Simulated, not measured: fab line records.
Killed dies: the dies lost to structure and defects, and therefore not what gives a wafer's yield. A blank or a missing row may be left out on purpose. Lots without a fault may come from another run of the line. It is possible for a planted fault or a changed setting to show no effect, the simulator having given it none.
fab line records	flow n5Finfet
record lots=6	wafers=18	lastDay=18
route steps=1938 shown BEOL_M0_SAQP@693 BEOL_M0_CUTY@701 BEOL_M4@1111 PASSIVATION@1936
lots that met no fault: from a run of the same line without faults
startH: the number of hours between the record's first day and the start of the first shown wafer of the lot	waitH: hours elapsed since this lot's preceding step	" repeats the value in the row above	L1.1+2: one row covering several wafers at once	- no value, or no start given	* or withheld: withheld	< > ~ a bound
route shown NAME@n: a module of which the file shows steps, and the number in the route of the first	usual: mean and standard deviation over wafers with no fault	same: alike in all rows	chamber/n: place in a boat	sites: per-site readings	_std_site: the values' standard deviation	_edge_site: inner sites' mean taken away from outer sites' mean	radiusMm: how far each site lies from the wafer's centre	mask NAME#n: copy n	behind: the most recent tool/chamber to have shaped the wafer	hold: the reason the lot was held/the length of the hold in hours/how it ended	device: names the non-switching transistor (n, p or np)	end of line: at the end of the route, the tests of the same wafers	a step given without rows: its recipe and nothing more	killed: the dies lost at the first sort to structure and to defects; this is not the yield of the wafer	map: the dies of a wafer, with x for killed, . for not killed, _ for no die there
set.NAME: the setting the step ran with; set.NAME@STEP: the setting that earlier step ran with	model.NAME: the simulator's own value behind a step, which no gauge read
certain route steps with their lots: each step a table, each wafer a row
services: from which hour (startH, from the record's first day; less than 0 if before it) a tool's chamber was out of use, for how many hours, and why
## steps
# step N5_BEOL_M0_SAQP_ETCH_88
# recipe chemistry=N2/H2	target=underlayer	targetDepthA=65	timeS=5.2	ionEnergyEv=200	maskMaterial=CAR-EUV	pressureMtorr=30	sourceW=840	biasW=150	n2FlowSccm=200	h2FlowSccm=200	ends=cleared
# usual drypumpMotorCurrentA=5.9/0.37	etchRfOnTimeS=5.23/0.13	h2FlowSccm=200.0/0.61	oesProductAu=0.64/0.055	rfVppV=524.1/2.9	showerheadPlenumPTorr=2.55/0.1	throttleValvePct=17.81/0.24
lot.wafer	tool	chamber	startH	waitH	drypumpMotorCurrentA	etchRfOnTimeS	h2FlowSccm	oesProductAu	rfHoursCounterH	rfVppV	showerheadPlenumPTorr	throttleValvePct
L872.1	rieDiel-01	1	161.51	0.0	6.4	5.04	200.8	0.68	147	524.8	2.65	17.36
L872.4	"	2	"	"	6.4	5.34	200.2	0.63	169	517.8	2.44	17.68
L872.5	"	1	"	"	6.3	5.07	200.3	0.67	-	529.2	2.65	17.35
L873.1	rieDiel-01	2	168.63	0.0	6.4	5.31	200.9	0.63	172	520.7	2.44	17.69
L873.3	"	0	"	"	5.5	5.21	200.2	0.72	69	529.6	2.69	17.87
L873.4	"	3	"	"	5.7	5.43	199.3	0.60	194	525.9	2.63	17.85
L876.2	rieDiel-01	0	195.92	0.0	5.5	5.16	200.4	0.70	77	527.5	2.69	17.90
L876.4	"	3	"	"	5.7	5.35	200.6	0.61	202	526.1	2.63	17.90
L876.6	"	2	"	"	6.4	5.23	201.1	0.62	-	520.4	2.43	17.71
L879.2	rieDiel-05	2	210.22	0.0	5.6	5.22	200.8	0.57	246	525.3	2.60	18.08
L879.3	"	0	"	"	5.5	5.18	200.9	0.63	143	520.9	2.44	18.11
L879.6	"	0	"	"	5.5	5.15	200.3	0.64	-	521.5	2.44	18.12
L885.2	rieDiel-06	1	242.45	0.0	5.9	5.14	200.8	0.70	66	526.7	2.59	17.83
L885.5	"	1	"	"	5.8	5.17	200.2	0.70	-	527.6	2.59	17.82
L885.6	"	2	"	"	6.4	5.42	199.5	0.59	-	522.2	2.50	17.74
L887.2	rieDiel-05	0	250.28	0.0	5.6	5.20	200.0	0.63	158	522.6	2.43	18.15
L887.4	"	2	"	"	5.6	5.04	201.1	0.83	4	523.6	2.60	17.63
L887.6	"	0	"	"	5.6	5.14	200.3	0.63	-	522.0	2.43	18.15
# step N5_BEOL_M0_SAQP_ETCH_73
# recipe chemistry=CF4	target=SiARC	targetDepthA=195	maskMaterial=CAR-EUV	timeS=32.5	ionEnergyEv=80	pressureMtorr=40	sourceW=545	biasW=36	Ar_flow_sccm=100	cf4FlowSccm=100	ends=cleared
# usual drypumpMotorCurrentA=5.9/0.36	etchRfOnTimeS=32.7/0.68	oesProductAu=0.64/0.053	rfVppV=184.2/1.2	showerheadPlenumPTorr=2.15/0.079	throttleValvePct=15.61/0.21
lot.wafer	tool	chamber	startH	waitH	drypumpMotorCurrentA	etchRfOnTimeS	oesProductAu	rfHoursCounterH	rfVppV	showerheadPlenumPTorr	throttleValvePct
L872.1	rieDiel-01	1	161.53	0.0	6.3	31.9	0.68	147	184.4	2.22	15.22
L872.4	"	2	"	"	6.4	32.8	0.63	169	183.3	2.05	15.49
L872.5	"	1	"	"	6.3	31.6	0.67	-	184.7	2.22	15.20
L873.1	rieDiel-01	2	168.64	0.0	6.3	32.6	0.62	172	182.7	2.05	15.50
L873.3	"	0	"	"	5.5	32.1	0.71	69	186.3	2.27	15.69
L873.4	"	3	"	"	5.8	33.1	0.62	194	185.2	2.21	15.58
L876.2	rieDiel-01	0	195.93	0.0	5.5	32.5	0.69	77	184.9	2.27	15.70
L876.4	"	3	"	"	5.7	33.4	0.61	202	184.7	2.21	15.57
L876.6	"	2	"	"	6.4	32.9	0.62	-	184.1	2.05	15.52
L879.2	rieDiel-05	2	210.23	0.0	5.6	33.0	0.57	246	184.7	2.18	15.84
L879.3	"	0	"	"	5.5	32.6	0.63	143	182.0	2.06	15.83
L879.6	"	0	"	"	5.5	32.6	0.64	-	183.5	2.06	15.84
L885.2	rieDiel-06	1	242.47	0.0	5.9	32.6	0.70	66	183.5	2.18	15.59
L885.5	"	1	"	"	5.8	32.4	0.71	-	185.1	2.18	15.61
L885.6	"	2	"	"	6.4	33.9	0.59	-	184.0	2.12	15.60
L887.2	rieDiel-05	0	250.30	0.0	5.5	33.1	0.62	158	185.8	2.06	15.86
L887.4	"	2	"	"	5.6	32.1	0.83	4	186.1	2.18	15.34
L887.6	"	0	"	"	5.5	33.2	0.62	-	184.3	2.06	15.85
# step N5_BEOL_M0_SAQP_CUT_ETCH_46
# recipe chemistry=N2/H2	target=SOC	targetDepthA=1350	overetchA=270	tempC=40	timeS=202.5	ionEnergyEv=200	maskMaterial=SiARC	pressureMtorr=30	sourceW=840	biasW=150	n2FlowSccm=200	h2FlowSccm=200
# usual drypumpMotorCurrentA=5.9/0.37	h2FlowSccm=200.0/0.63	rfVppV=524.1/2.8	showerheadPlenumPTorr=2.55/0.1	throttleValvePct=17.77/0.24
lot.wafer	tool	chamber	startH	waitH	drypumpMotorCurrentA	h2FlowSccm	rfHoursCounterH	rfVppV	showerheadPlenumPTorr	throttleValvePct
L872.1	rieDiel-01	1	161.56	0.0	6.3	199.7	147	527.0	2.65	17.33
L872.4	"	2	"	"	6.4	200.7	169	520.8	2.44	17.67
L872.5	"	1	"	"	6.3	198.7	-	527.8	2.65	17.31
L873.1	rieDiel-01	2	168.67	0.0	6.4	199.9	172	519.2	2.44	17.65
L873.3	"	0	"	"	5.5	199.0	69	528.7	2.69	17.82
L873.4	"	3	"	"	5.7	199.8	194	525.5	2.63	17.82
L876.2	rieDiel-01	0	195.97	0.0	5.5	199.4	77	528.4	2.69	17.85
L876.4	"	3	"	"	5.7	200.7	202	525.3	2.63	17.85
L876.6	"	2	"	"	6.4	200.0	-	519.5	2.43	17.66
L879.2	rieDiel-05	2	210.26	0.0	5.7	199.8	246	524.8	2.60	18.03
L879.3	"	0	"	"	5.5	199.8	143	521.0	2.44	18.06
L879.6	"	0	"	"	5.6	200.1	-	520.9	2.44	18.05
L885.2	rieDiel-06	1	242.50	0.0	5.9	201.0	66	524.6	2.59	17.79
L885.5	"	1	"	"	5.8	200.2	-	525.2	2.59	17.78
L885.6	"	2	"	"	6.4	200.1	-	523.3	2.50	17.71
L887.2	rieDiel-05	0	250.33	0.0	5.5	199.2	158	520.3	2.43	18.11
L887.4	"	2	"	"	5.6	200.4	4	527.3	2.60	17.58
L887.6	"	0	"	"	5.6	200.1	-	522.4	2.43	18.08
# step N5_BEOL_M0_SAQP_STRIP_74
# recipe chemistry=N2/H2	tempC=40	n2FlowSccm=200	h2FlowSccm=200	rfFrequencyHz=6e+07
# step N5_BEOL_M0_SAQP_STRIP_89
# recipe chemistry=N2/H2	tempC=40	n2FlowSccm=200	h2FlowSccm=200	rfFrequencyHz=6e+07
# step N5_BEOL_M0_SAQP_ALD_48
# recipe material=SiO2	targetThkA=200	tempC=100	aldPrecursorFamily=BDEAS	aldCoReactant=O2-plasma	pulseTimeS=1	coReactantPulseTimeS=1	purgeTimeS=2	coReactantPurgeTimeS=2	aldCycles=139	pressureTorr=2
# usual chamberPressureTorr=2.000/0.0038	heaterPowerW=79/5.4	precursorPulseHeightRel=0.998/0.02
lot.wafer	tool	chamber	startH	waitH	chamberPressureTorr	heaterPowerW	precursorPulseHeightRel
L872.1	aldSin-01	1	161.88	0.1	2.000	85	0.984
L872.4	"	2	"	"	1.996	80	0.974
L872.5	"	2	"	"	2.002	81	0.991
L873.1	aldSin-02	3	168.88	0.0	2.002	72	0.972
L873.3	"	0	"	"	2.002	70	0.997
L873.4	"	2	"	"	2.001	79	0.995
L876.2	aldSin-01	2	196.24	0.1	1.999	80	0.977
L876.4	"	1	"	"	2.006	83	0.969
L876.6	"	2	"	"	1.999	81	1.033
L879.2	aldSin-03	0	210.46	0.0	1.999	78	0.977
L879.3	"	2	"	"	1.990	77	0.992
L879.6	"	2	"	"	2.004	76	0.994
L885.2	aldSin-01	0	242.70	0.0	2.005	79	1.028
L885.5	"	3	"	"	1.996	84	1.028
L885.6	"	0	"	"	1.999	80	1.012
L887.2	aldSin-01	1	250.53	0.0	1.995	84	0.985
L887.4	"	3	"	"	2.001	83	1.007
L887.6	"	1	"	"	2.001	83	1.021
# step N5_BEOL_M0_SAQP_ETCH_49
# recipe chemistry=CF4/O2	targetDepthA=370	target=SiO2	pressureMtorr=40	sourceW=535	biasW=49	Ar_flow_sccm=100	cf4FlowSccm=100	O2_flow_sccm=10	ionEnergyEv=100
# usual drypumpMotorCurrentA=5.9/0.4	oesProductAu=0.76/0.058	rfVppV=241/3.9	showerheadPlenumPTorr=2.21/0.079	throttleValvePct=15.86/0.21
lot.wafer	tool	chamber	startH	waitH	drypumpMotorCurrentA	oesProductAu	rfHoursCounterH	rfVppV	showerheadPlenumPTorr	throttleValvePct
L872.1	rieDiel-06	1	162.40	0.3	5.8	0.87	35	243	2.26	15.77
L872.4	"	3	"	"	6.3	0.80	81	240	2.24	15.87
L872.5	"	0	"	"	4.9	0.69	-	238	2.09	16.45
L873.1	rieDiel-01	0	169.40	0.3	5.5	0.83	69	240	2.33	15.95
L873.3	"	3	"	"	5.7	0.73	194	239	2.28	15.80
L873.4	"	2	"	"	6.4	0.73	172	234	2.11	15.74
L876.2	rieDiel-06	1	196.76	0.3	5.8	0.85	46	240	2.25	15.79
L876.4	"	2	"	"	6.4	0.71	205	242	2.19	15.82
L876.6	"	0	"	"	4.9	0.68	-	238	2.09	16.46
L879.2	rieDiel-06	3	211.04	0.3	6.3	0.78	94	240	2.24	15.88
L879.3	"	1	"	"	5.9	0.84	-	241	2.25	15.79
L879.6	"	1	"	"	5.8	0.84	-	242	2.25	15.80
L885.2	rieDiel-05	2	243.23	0.3	5.6	0.99	1	246	2.25	15.57
L885.5	"	1	"	"	6.1	0.69	-	236	2.10	15.73
L885.6	"	0	"	"	5.5	0.74	-	246	2.12	16.11
L887.2	rieDiel-01	2	251.06	0.3	6.4	0.72	194	235	2.10	15.79
L887.4	"	0	"	"	5.5	0.80	92	240	2.33	16.00
L887.6	"	1	"	"	6.3	0.77	-	246	2.28	15.51
# step N5_BEOL_M0_SAQP_STRIP_75
# recipe chemistry=CF4	resist=SiARC	powerW=300	biasPowerW=75	pressureMtorr=50	cf4FlowSccm=150	rfFrequencyHz=6e+07
# step N5_BEOL_M0_CUTY_COAT_50
# recipe resist=SiARC	tempC=220	timeS=60	spinRpm=1500	resistThkNm=15
# step N5_BEOL_M0_CUTY_COAT_51
# recipe resist=CAR-ArF-block	spinRpm=1500	resistThkNm=150
# step N5_BEOL_M0_CUTY_EBR_52
# recipe solvent=PGMEA	ebrWidthMm=1.5
# step N5_BEOL_M0_CUTY_SOFTBAKE_53
# recipe tempC=110	timeS=60	resist=CAR-ArF-block
# step N5_BEOL_M0_CUTY_EXPOSE_54
# recipe maskId=M0_ABLK	na=1.35	sourceShape=conventional	sigmaOuter=0.8	polarization=unpolarized	doseMj=36
lot.wafer	tool	chamber	startH	waitH	mask	model.BEOL_M0_CUTY.overlayXNm
L872.1+4+5	arfiScanner-01	0	162.65	-	M0_ABLK#0	0.2
L873.1+3+4	arfiScanner-02	0	169.77	-	M0_ABLK#0	0
L876.2+4+6	arfiScanner-02	0	197.14	-	M0_ABLK#0	8.4
L879.2+3+6	arfiScanner-02	0	211.48	-	M0_ABLK#0	7.2
L885.2+5+6	arfiScanner-03	0	243.60	-	M0_ABLK#0	0.2
L887.2+4+6	arfiScanner-03	0	251.31	-	M0_ABLK#0	0.2
# step N5_BEOL_M0_CUTY_PEB_55
# recipe pebTempC=110	pebTimeS=60	resist=CAR-ArF-block
# step N5_BEOL_M0_CUTY_DEVELOP_56
# recipe developTimeS=30	developer=TMAH	resist=CAR-ArF-block	rinseLiquid=diw	dry=airSpin	devTempC=23
# step N5_BEOL_M0_CUTY_CD_MEAS_57
# recipe targetCdNm=200	landingEnergyEv=500	detector=seInlens	polarity=line
# usual cdNm=199.7/0.93
lot.wafer	tool	chamber	startH	waitH	cdNm
L872.1	cdSem-01	0	162.77	-	199.0
L872.4	"	0	"	"	200.0
L872.5	"	0	"	"	199.9
L873.1	cdSem-03	0	169.89	-	200.1
L873.3	"	0	"	"	199.9
L873.4	"	0	"	"	198.2
L876.2	cdSem-01	0	197.26	-	200.7
L876.4	"	0	"	"	201.5
L876.6	"	0	"	"	200.6
L879.2	cdSem-02	0	211.60	-	199.2
L879.3	"	0	"	"	199.5
L879.6	"	0	"	"	199.8
L885.2	cdSem-02	0	243.72	-	199.0
L885.5	"	0	"	"	199.7
L885.6	"	0	"	"	199.8
L887.2	cdSem-03	0	251.43	-	198.7
L887.4	"	0	"	"	199.5
L887.6	"	0	"	"	198.2
# step N5_BEOL_M0_CUTY_OVL_MEAS_58
# recipe pointsPerWafer=44
# usual M0_ABLK_OVL=-0.3/0.88
lot.wafer	tool	chamber	startH	waitH	M0_ABLK_OVL[nm]
L872.1	overlay-01	0	162.80	0.0	1.7
L872.4	"	0	"	"	1.3
L872.5	"	0	"	"	0.8
L873.1	overlay-01	0	169.92	0.0	0.5
L873.3	"	0	"	"	-1.1
L873.4	"	0	"	"	0.3
L876.2	overlay-01	0	197.29	0.0	7.6
L876.4	"	0	"	"	8.1
L876.6	"	0	"	"	8.4
L879.2	overlay-01	0	211.63	0.0	6.7
L879.3	"	0	"	"	7.5
L879.6	"	0	"	"	6.4
L885.2	overlay-01	0	243.75	0.0	0.6
L885.5	"	0	"	"	-0.8
L885.6	"	0	"	"	1.3
L887.2	overlay-01	0	251.45	0.0	-0.8
L887.4	"	0	"	"	-1.1
L887.6	"	0	"	"	-0.5
# step N5_BEOL_M0_CUTY_INSPECT_59
# recipe mode=adi	inspectInstrument=macro
# usual rawDefectCount=2.3/1.5
lot.wafer	tool	chamber	startH	waitH	rawDefectCount
L872.1	defectInspect-02	-	162.82	0.0	1
L872.4	"	-	"	"	1
L872.5	"	-	"	"	3
L873.1	defectInspect-01	-	169.95	0.0	3
L873.3	"	-	"	"	0
L873.4	"	-	"	"	0
L876.2	defectInspect-01	-	197.32	0.0	2
L876.4	"	-	"	"	3
L876.6	"	-	"	"	1
L879.2	defectInspect-01	-	211.65	0.0	1
L879.3	"	-	"	"	6
L879.6	"	-	"	"	1
L885.2	defectInspect-02	-	243.78	0.0	3
L885.5	"	-	"	"	3
L885.6	"	-	"	"	5
L887.2	defectInspect-01	-	251.48	0.0	2
L887.4	"	-	"	"	3
L887.6	"	-	"	"	4
# step N5_BEOL_M4_RC_MEAS_101
# usual DIBL_N=35.8/1.6	DIBL_P=36.0/1.9	IOFF_N=0.151/0.029	IOFF_P=0.21/0.037	ION_N=673/12	ION_P=463/7.3	SS_N=71.5/0.58	SS_P=73.2/0.61	VT_N=251/3.3	VT_P=-250/3.3
lot.wafer	tool	chamber	startH	waitH	DIBL_N[mV/V]	DIBL_P[mV/V]	IOFF_N[nA/um]	IOFF_P[nA/um]	ION_N[uA/um]	ION_P[uA/um]	SS_N[mV/dec]	SS_P[mV/dec]	VT_N[mV]	VT_P[mV]
L872.1	prober-01	0	210.16	0.0	34.0	33.9	0.108	0.16	658	451	71.1	73.2	256	-252
L872.4	"	0	"	"	34.5	34.2	0.117	0.17	663	467	71.0	72.3	252	-250
L872.5	"	0	"	"	35.5	34.5	0.131	0.16	663	457	71.8	72.7	254	-256
L873.1	prober-02	0	213.18	0.0	33.6	35.0	0.128	0.22	662	467	72.3	73.0	256	-248
L873.3	"	0	"	"	33.8	34.5	0.136	0.21	667	465	71.4	72.9	251	-247
L873.4	"	0	"	"	36.6	38.1	0.195	0.28	684	472	72.1	73.7	248	-243
L876.2	prober-02	0	249.54	0.2	36.6	37.3	0.144	0.19	682	461	72.2	73.9	252	-254
L876.4	"	0	"	"	34.1	34.0	0.119	0.16	669	453	70.8	72.8	251	-254
L876.6	"	0	"	"	36.6	37.1	0.163	0.19	668	450	72.0	73.7	249	-253
L879.2	prober-02	0	276.70	0.2	34.7	35.4	0.137	0.19	669	464	71.5	72.5	251	-249
L879.3	"	0	"	"	35.3	36.3	0.153	0.23	671	472	70.8	73.3	248	-247
L879.6	"	0	"	"	35.1	35.7	0.133	0.20	669	466	70.8	72.7	254	-249
L885.2	prober-01	0	306.71	0.2	36.0	35.1	0.166	0.22	682	468	71.5	72.6	248	-249
L885.5	"	0	"	"	34.0	32.7	0.138	0.19	667	464	71.0	71.6	249	-250
L885.6	"	0	"	"	40.3	41.7	0.263	0.36	694	477	73.4	74.7	242	-242
L887.2	prober-01	0	314.73	0.2	34.0	34.4	0.113	0.19	654	457	71.1	73.3	256	-252
L887.4	"	0	"	"	33.1	34.0	0.114	0.18	671	471	70.7	72.3	258	-251
L887.6	"	0	"	"	31.8	32.0	0.099	0.15	664	463	71.3	72.2	257	-252
# step N5_PASSIVATION_PROBE_49
# usual defectLimitedYield=90.9/1.4	killed_at_M0_to_M3=37/12	killed_at_M4_up=14/5.3	killedAtContacts=12/6.2	killedAtFrontEnd=41/11	killedAtOther=3.7/2.9	killedDies=107/17	killedOpen=71/12	killedShort=34/7.9	sort_bin_5_function=5.3/0.95	sort_bin_6_memory=3.4/0.7	sortNPass=1073/17	sortYieldPct=90.9/1.5
# same grossDies=1180	killedAtBackSide=0	sort_bin_4_leakage[%]=0	sort_bin_8_speed[%]=0
lot.wafer	tool	chamber	startH	waitH	defectLimitedYield[%]	killed_at_M0_to_M3	killed_at_M4_up	killedAtContacts	killedAtFrontEnd	killedAtOther	killedDies	killedOpen	killedShort	sort_bin_5_function[%]	sort_bin_6_memory[%]	sortNPass	sortYieldPct[%]
L873.1	prober-02	-	317.43	0.0	91.0	35	13	15	42	1	106	75	24	4.7	3.6	1074	91.0
L873.3	prober-02	-	317.53	0.1	89.4	62	9	17	34	3	125	82	37	6.2	4.2	1055	89.4
L873.4	prober-02	-	317.58	0.2	92.8	33	7	6	36	3	85	56	23	4.3	2.4	1095	92.8
L872.1	prober-02	-	325.04	0.0	92.5	21	14	12	34	8	89	58	29	4.2	3.0	1091	92.5
L872.4	prober-02	-	325.19	0.2	90.5	30	13	18	49	2	112	75	35	4.9	4.3	1068	90.5
L872.5	prober-02	-	325.24	0.2	90.8	38	9	8	49	5	109	69	39	5.3	3.7	1071	90.8
L876.2	prober-01	-	353.41	0.1	92.6	31	14	7	32	3	87	60	26	4.2	3.0	1093	92.6
L876.4	prober-01	-	353.51	0.2	91.7	44	14	7	31	2	98	62	34	5.6	2.5	1082	91.7
L876.6	prober-01	-	353.61	0.3	92.9	27	20	5	30	2	84	60	22	3.7	3.1	1096	92.9
L879.2	prober-01	-	374.77	0.1	93.3	24	11	17	27	0	79	56	21	4.2	2.5	1101	93.3
L879.3	prober-01	-	374.82	0.1	91.1	30	15	16	41	3	105	76	28	5.5	3.1	1075	91.1
L879.6	prober-01	-	374.97	0.3	88.9	52	21	22	35	1	131	92	38	6.8	4.0	1049	88.9
L885.2	prober-01	-	403.46	0.1	90.3	28	21	10	54	1	114	70	35	5.3	3.5	1066	90.3
L885.5	prober-01	-	403.61	0.2	89.2	42	20	11	55	0	128	90	38	6.6	3.7	1052	89.2
L885.6	prober-01	-	403.66	0.3	90.3	32	12	6	63	1	114	73	40	5.2	4.3	1066	90.3
L887.2	prober-02	-	426.11	0.1	88.1	44	21	21	52	2	140	87	50	6.9	4.4	1040	88.1
L887.4	prober-02	-	426.21	0.2	90.6	32	9	6	59	5	111	65	44	4.6	4.7	1069	90.6
L887.6	prober-02	-	426.31	0.3	90.8	30	25	10	42	1	108	74	33	5.8	3.2	1072	90.8
# killed by level:class
L873.1 STI_FIN_REVEAL:geometricParticle:open=11 MOL_CONTACT_COAG:geometricParticle:open=10 DUMMY_GATE:geometricParticle:open=10 BEOL_M3:geometricParticle:open=8 BEOL_M0_SAQP:geometricParticle:short=6 BEOL_M1:geometricParticle:open=6 FIN_SAQP:geometricParticle:open=5 BEOL_M2:geometricParticle:open=5
L873.3 BEOL_M3:geometricParticle:open=14 BEOL_M2:geometricParticle:open=12 MOL_CONTACT_COAG:geometricParticle:open=10 BEOL_M1:geometricParticle:open=10 STI_FIN_REVEAL:geometricParticle:open=8 BEOL_M2:geometricParticle:short=8 DUMMY_GATE:geometricParticle:open=6 BEOL_M0_SAQP:geometricParticle:short=6
L873.4 BEOL_M1:geometricParticle:open=9 DUMMY_GATE:geometricParticle:open=7 GATE_CUT:geometricParticle:short=5 BEOL_M0_SAQP:geometricParticle:short=5 BEOL_M2:geometricParticle:open=5 BEOL_M3:geometricParticle:open=5 BEOL_M5:geometricParticle:open=5 HKMG_FIN:areaEtch=5
L872.1 MOL_CONTACT_COAG:geometricParticle:open=9 BEOL_M2:geometricParticle:open=9 DUMMY_GATE:geometricParticle:open=7 FIN_SAQP:geometricParticle:open=5 STI_FIN_REVEAL:geometricParticle:open=5 ILD0:geometricParticle:short=4 BEOL_M2:geometricParticle:short=4 STARTING-WAFER:geometricParticle:open=4
L872.4 FIN_SAQP:geometricParticle:short=18 MOL_CONTACT_COAG:geometricParticle:open=16 BEOL_M2:geometricParticle:open=14 FIN_SAQP:geometricParticle:open=10 DUMMY_GATE:geometricParticle:open=7 STI_FIN_REVEAL:geometricParticle:open=6 BEOL_M0_SAQP:geometricParticle:short=5 BEOL_M5:geometricParticle:open=4
L872.5 FIN_SAQP:geometricParticle:short=13 FIN_SAQP:geometricParticle:open=9 BEOL_M0_SAQP:geometricParticle:open=9 STI_FIN_REVEAL:geometricParticle:open=8 DUMMY_GATE:geometricParticle:open=8 BEOL_M2:geometricParticle:open=8 MOL_CONTACT_COAG:geometricParticle:open=7 BEOL_M0_SAQP:geometricParticle:short=7
L876.2 BEOL_M2:geometricParticle:open=9 MOL_CONTACT_COAG:geometricParticle:open=7 FIN_SAQP:geometricParticle:open=6 GATE_CUT:geometricParticle:open=5 BEOL_M0_SAQP:geometricParticle:short=5 BEOL_M2:geometricParticle:short=5 STARTING-WAFER:geometricParticle:short=5 DUMMY_GATE:geometricParticle:open=4
L876.4 BEOL_M2:geometricParticle:open=13 BEOL_M4:geometricParticle:open=10 BEOL_M1:geometricParticle:open=9 GATE_CUT:geometricParticle:short=8 FIN_SAQP:geometricParticle:short=7 MOL_CONTACT_COAG:geometricParticle:open=7 BEOL_M0_SAQP:geometricParticle:short=7 BEOL_M0_SAQP:geometricParticle:open=6
L876.6 BEOL_M4:geometricParticle:open=14 BEOL_M2:geometricParticle:open=10 FIN_SAQP:geometricParticle:open=9 BEOL_M1:geometricParticle:open=6 STI_FIN_REVEAL:geometricParticle:open=4 MOL_CONTACT_COAG:geometricParticle:open=4 FIN_SAQP:geometricParticle:short=3 BEOL_M3:geometricParticle:open=3
L879.2 MOL_CONTACT_COAG:geometricParticle:open=14 FIN_SAQP:geometricParticle:open=8 FIN_SAQP:geometricParticle:short=8 BEOL_M2:geometricParticle:open=6 STI_FIN_REVEAL:geometricParticle:open=4 BEOL_M0_SAQP:geometricParticle:open=4 BEOL_M1:geometricParticle:open=4 BEOL_M0_SAQP:geometricParticle:short=3
L879.3 MOL_CONTACT_COAG:geometricParticle:open=15 FIN_SAQP:geometricParticle:open=10 STI_FIN_REVEAL:geometricParticle:open=9 BEOL_M0_SAQP:geometricParticle:short=9 DUMMY_GATE:geometricParticle:open=5 BEOL_M0_SAQP:geometricParticle:open=5 BEOL_M2:geometricParticle:open=5 STARTING-WAFER:geometricParticle:open=5
L879.6 MOL_CONTACT_COAG:geometricParticle:open=18 STI_FIN_REVEAL:geometricParticle:open=14 BEOL_M2:geometricParticle:open=12 BEOL_M0_SAQP:geometricParticle:short=10 BEOL_M3:geometricParticle:open=9 BEOL_M4:geometricParticle:open=7 BEOL_M0_SAQP:geometricParticle:open=7 FIN_SAQP:geometricParticle:open=5
L885.2 FIN_SAQP:geometricParticle:open=19 BEOL_M4:geometricParticle:open=8 FIN_SAQP:geometricParticle:short=7 BEOL_M0_SAQP:geometricParticle:short=7 BEOL_M3:geometricParticle:open=7 MOL_CONTACT_COAG:geometricParticle:open=6 HKMG_FIN:areaEtch=6 STI_FIN_REVEAL:geometricParticle:open=4
L885.5 FIN_SAQP:geometricParticle:open=23 FIN_SAQP:geometricParticle:short=12 BEOL_M4:geometricParticle:open=11 MOL_CONTACT_COAG:geometricParticle:open=10 STI_FIN_REVEAL:geometricParticle:open=7 BEOL_M3:geometricParticle:open=7 BEOL_M3:geometricParticle:short=7 BEOL_M2:geometricParticle:open=6
L885.6 FIN_SAQP:geometricParticle:open=20 FIN_SAQP:geometricParticle:short=14 BEOL_M3:geometricParticle:open=8 GATE_CUT:geometricParticle:short=7 STI_FIN_REVEAL:geometricParticle:open=6 GATE_CUT:geometricParticle:open=6 BEOL_M0:geometricParticle:open=6 BEOL_M1:geometricParticle:open=6
L887.2 MOL_CONTACT_COAG:geometricParticle:open=16 BEOL_M4:geometricParticle:open=13 FIN_SAQP:geometricParticle:short=10 FIN_SAQP:geometricParticle:open=10 BEOL_M0_SAQP:geometricParticle:short=9 DUMMY_GATE:geometricParticle:open=8 BEOL_M2:geometricParticle:open=8 GATE_CUT:geometricParticle:short=7
L887.4 FIN_SAQP:geometricParticle:short=15 FIN_SAQP:geometricParticle:open=12 BEOL_M0_SAQP:geometricParticle:short=9 BEOL_M4:geometricParticle:open=7 STI_FIN_REVEAL:geometricParticle:open=6 DUMMY_GATE:geometricParticle:open=6 BEOL_M2:geometricParticle:open=4 BEOL_M0_SAQP:geometricParticle:open=4
L887.6 BEOL_M4:geometricParticle:open=14 BEOL_M0_SAQP:geometricParticle:open=11 BEOL_M0_SAQP:geometricParticle:short=11 FIN_SAQP:geometricParticle:open=9 MOL_CONTACT_COAG:geometricParticle:open=8 DUMMY_GATE:geometricParticle:open=5 GATE_CUT:geometricParticle:short=5 ILD0:geometricParticle:open=4
## services
tool	chamber	startH	hours	kind
arfiScanner-03	-	145.43	0.8	pm
arfiScanner-02	-	153.63	0.8	pm
rieDiel-05	0	157.45	2.8	repair
arfiScanner-03	-	163.39	1.5	pm
aldSin-01	-	177.12	14.0	pm
rieDiel-06	2	201.30	23.7	repair
rieDiel-06	3	202.27	7.3	repair
arfiScanner-02	-	202.79	1.3	pm
arfiScanner-01	-	203.27	1.3	pm
arfiScanner-02	-	206.25	2.5	repair
arfiScanner-01	-	210.78	14.0	repair
arfiScanner-03	-	211.60	1.0	pm
rieDiel-01	-	211.73	3.2	repair
aldSin-01	-	213.84	28.1	pm
rieDiel-05	2	220.81	-	clean
rieDiel-05	2	220.81	-	consumableReplace:focusRing
rieDiel-05	2	220.81	17.9	scheduledDown
rieDiel-05	2	220.81	17.9	ventCycle
arfiScanner-02	-	226.14	1.0	pm
arfiScanner-03	-	227.96	2.5	repair
arfiScanner-02	-	234.30	0.2	repair
aldSin-02	2	239.54	22.8	repair
rieDiel-01	-	243.61	0.2	repair
arfiScanner-03	-	247.56	1.3	pm
## key
firstSign step=N5_BEOL_M0_CUTY_OVL_MEAS_58	reading=M0_ABLK_OVL	direction=up	sigmas=8.7	usual=-0.3	struck=7.4
effect none on later readings
modelEffect step=N5_BEOL_M0_CUTY_EXPOSE_54	value=BEOL_M0_CUTY.overlayXNm	without=0	struck=7.8
metAt N5_BEOL_M0_CUTY_EXPOSE_54
struckWafers L876.2,L876.4,L876.6,L879.2,L879.3,L879.6
onsetBetween 169.77 197.14
alsoFits N5_BEOL_M0_SAQP_ETCH_49:rieDiel-06
fault kind=scannerMatchingOverlay	tool=arfiScanner-02	chamber=-	onsetH=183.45	steps=N5_BEOL_M0_CUTY_EXPOSE_54	offset=7.8246
